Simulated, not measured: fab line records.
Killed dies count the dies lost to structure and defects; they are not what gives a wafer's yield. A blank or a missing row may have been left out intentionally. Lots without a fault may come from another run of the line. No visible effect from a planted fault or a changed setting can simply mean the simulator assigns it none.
Matching of chambers || flow n5 finfet || N5_BEOL_M0_SAQP_ALD_48 on ald sin-01 has 4 sister chambers
The step deposits SiO2, target thk 20 nm, pulse time 1 s, co reactant pulse time 1 s. 4 wafers are shown with their chamber, then 12 later ones without.

WAFERS PAIRED WITH THEIR CHAMBERS
{"wafer": "L088.2", "chamber": 1, "heater power w (W)": 64}
{"wafer": "L090.6", "chamber": 2, "heater power w (W)": 87}
{"wafer": "L091.3", "chamber": 0, "heater power w (W)": 84}
{"wafer": "L091.6", "chamber": 3, "heater power w (W)": 88}

WAFERS WITHOUT THEIR CHAMBER
{"wafer": "L093.1", "heater power w (W)": 65}
{"wafer": "L093.4", "heater power w (W)": 83}
{"wafer": "L093.5", "heater power w (W)": 87}
{"wafer": "L095.4", "heater power w (W)": 89}
{"wafer": "L095.5", "heater power w (W)": 86}
{"wafer": "L095.6", "heater power w (W)": 87}
{"wafer": "L096.1", "heater power w (W)": 83}
{"wafer": "L096.3", "heater power w (W)": 87}
{"wafer": "L096.5", "heater power w (W)": 87}
{"wafer": "L097.2", "heater power w (W)": 88}
{"wafer": "L097.4", "heater power w (W)": 90}
{"wafer": "L097.5", "heater power w (W)": 88}

WHICH CHAMBER EACH ONE RAN IN
{"wafer": "L093.1", "from the rows above": 1, "in truth": 1}
{"wafer": "L093.4", "from the rows above": 0, "in truth": 0}
{"wafer": "L093.5", "from the rows above": "can't be placed: 2 or 3", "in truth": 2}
{"wafer": "L095.4", "from the rows above": "can't be placed: 3 or 2", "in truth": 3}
{"wafer": "L095.5", "from the rows above": "can't be placed: 2 or 0 or 3", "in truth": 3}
{"wafer": "L095.6", "from the rows above": "can't be placed: 2 or 3", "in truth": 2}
{"wafer": "L096.1", "from the rows above": 0, "in truth": 0}
{"wafer": "L096.3", "from the rows above": "can't be placed: 2 or 3", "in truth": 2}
{"wafer": "L096.5", "from the rows above": "can't be placed: 2 or 3", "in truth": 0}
{"wafer": "L097.2", "from the rows above": "can't be placed: 3 or 2", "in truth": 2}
{"wafer": "L097.4", "from the rows above": "can't be placed: 3 or 2", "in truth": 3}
{"wafer": "L097.5", "from the rows above": "can't be placed: 3 or 2", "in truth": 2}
Correct placement for 3 of the 12. These rows do not allow placing 9 (true chamber among the candidates in 8). Wrongly placed: 0.
How it was worked out, from the rows above alone: a wafer's distance from a chamber is the root of the sum, over the readings, of the square of ((its reading less the chamber's mean) divided by the reading's scatter). If the next closest chamber is less than 2 further off than the closest, the wafer can't be placed; otherwise it belongs to the closest. For every chamber, the mean is computed from those of its wafers that are shown. The scatter (one wafer shown for each chamber): square how far every hidden wafer sits from the nearest shown wafer, average those squares and take the square root.
